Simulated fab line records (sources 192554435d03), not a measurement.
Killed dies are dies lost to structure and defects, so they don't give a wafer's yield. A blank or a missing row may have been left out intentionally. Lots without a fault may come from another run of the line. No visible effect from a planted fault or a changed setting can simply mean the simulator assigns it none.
Chamber matching | flow n5Finfet | N5_HKMG_FIN_ETCH_58 on rieDiel-02 has 4 sister chambers
The step etches SOC in N2/H2, target depth 215.8 nm, time 741 s. 8 wafers are shown with their chamber, then 9 later ones without.

WAFERS, EACH WITH ITS CHAMBER
wafer  | chamber | showerheadPlenumPTorr (Torr) | drypumpMotorCurrentA (A)
L087.4 | 1       | 2.60                         | 5.2
L089.5 | 1       | 2.60                         | 5.3
L091.3 | 0       | 2.41                         | 5.8
L091.5 | 2       | 2.67                         | 6.2
L091.6 | 3       | 2.60                         | 5.7
L092.1 | 3       | 2.60                         | 5.7
L092.2 | 2       | 2.66                         | 6.2
L092.3 | 0       | 2.41                         | 5.8

WAFERS WITH NO CHAMBER GIVEN
wafer  | showerheadPlenumPTorr (Torr) | drypumpMotorCurrentA (A)
L094.3 | 2.59                         | 5.6
L094.5 | 2.66                         | 6.2
L094.6 | 2.59                         | 5.3
L096.1 | 2.59                         | 5.3
L096.4 | 2.66                         | 6.2
L096.5 | 2.66                         | 6.2
L097.1 | 2.66                         | 6.2
L097.3 | 2.41                         | 5.8
L097.6 | 2.41                         | 5.8

CHAMBER TAKEN BY EACH
wafer  | from the rows above | in truth
L094.3 | 3                   | 3
L094.5 | 2                   | 2
L094.6 | 1                   | 1
L096.1 | 1                   | 1
L096.4 | 2                   | 2
L096.5 | 2                   | 2
L097.1 | 2                   | 2
L097.3 | 0                   | 0
L097.6 | 0                   | 0
Correct placement for 9 of the 9. Left unplaced by these rows: 0. Wrongly placed: 0.
How it was worked out, from the rows above alone: a wafer's distance from a chamber is the root of the sum, over the readings, of the square of ((its reading less the chamber's mean) divided by the reading's scatter). If the next closest chamber is less than 2 further off than the closest, the wafer can't be placed; otherwise it belongs to the closest. Each chamber's mean is taken over the wafers shown for it. The scatter: take each reading less its chamber's mean, square it, sum over the shown wafers, divide by the number of wafers less the number of chambers, and take the root.
